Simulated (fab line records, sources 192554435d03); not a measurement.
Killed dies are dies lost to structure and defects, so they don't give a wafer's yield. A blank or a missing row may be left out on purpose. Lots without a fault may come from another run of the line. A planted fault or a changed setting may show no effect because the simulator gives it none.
Chamber matching | flow n5_finfet | N5_BEOL_M3_ALD_98 on ald_sin-01: 4 sister chambers
The step deposits SiO2, target thk 2.5 nm, pulse time 1 s, co reactant pulse time 1 s. 8 wafers are shown with their chamber, then 8 later ones without.

WAFERS WITH THEIR CHAMBER
wafer  | chamber | heater_power_w (W) | precursor_pulse_height_rel
L074.2 | 1       | 67                 | 1.005
L076.3 | 1       | 66                 | 1.019
L087.5 | 0       | 73                 | 0.997
L091.6 | 3       | 95                 | 1.001
L093.3 | 2       | 68                 | 0.993
L093.4 | 0       | 73                 | 1.041
L093.6 | 2       | 68                 | 1.009
L094.1 | 3       | 93                 | 1.001

WAFERS WITHOUT THEIR CHAMBER
wafer  | heater_power_w (W) | precursor_pulse_height_rel
L094.4 | 67                 | 1.025
L094.5 | 95                 | 0.985
L092.1 | 97                 | 1.010
L092.3 | 70                 | 1.007
L092.5 | 96                 | 1.008
L097.4 | 67                 | 1.030
L097.5 | 71                 | 0.992
L097.6 | 67                 | 0.984

WHICH CHAMBER EACH WENT THROUGH
wafer  | from the rows above          | in truth
L094.4 | can't be placed: 1 or 2      | 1
L094.5 | 3                            | 3
L092.1 | 3                            | 3
L092.3 | can't be placed: 2 or 0 or 1 | 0
L092.5 | 3                            | 3
L097.4 | can't be placed: 1 or 2      | 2
L097.5 | can't be placed: 0 or 2      | 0
L097.6 | can't be placed: 2 or 1      | 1
Placed correctly: 3 of 8. Can't be placed from these rows: 5 (the true chamber is among the candidates in 5). Placed wrongly: 0.
How it was worked out, from the rows above alone: a wafer's distance from a chamber is the root of the sum, over the readings, of the square of ((its reading less the chamber's mean) divided by the reading's scatter). The wafer belongs to the nearest chamber; if the next one is less than 2 further off, it can't be placed. A chamber's mean is the mean of its shown wafers. The scatter: the root of (the sum of the squares of (reading less its chamber's mean) over the shown wafers, divided by (wafers less chambers)).
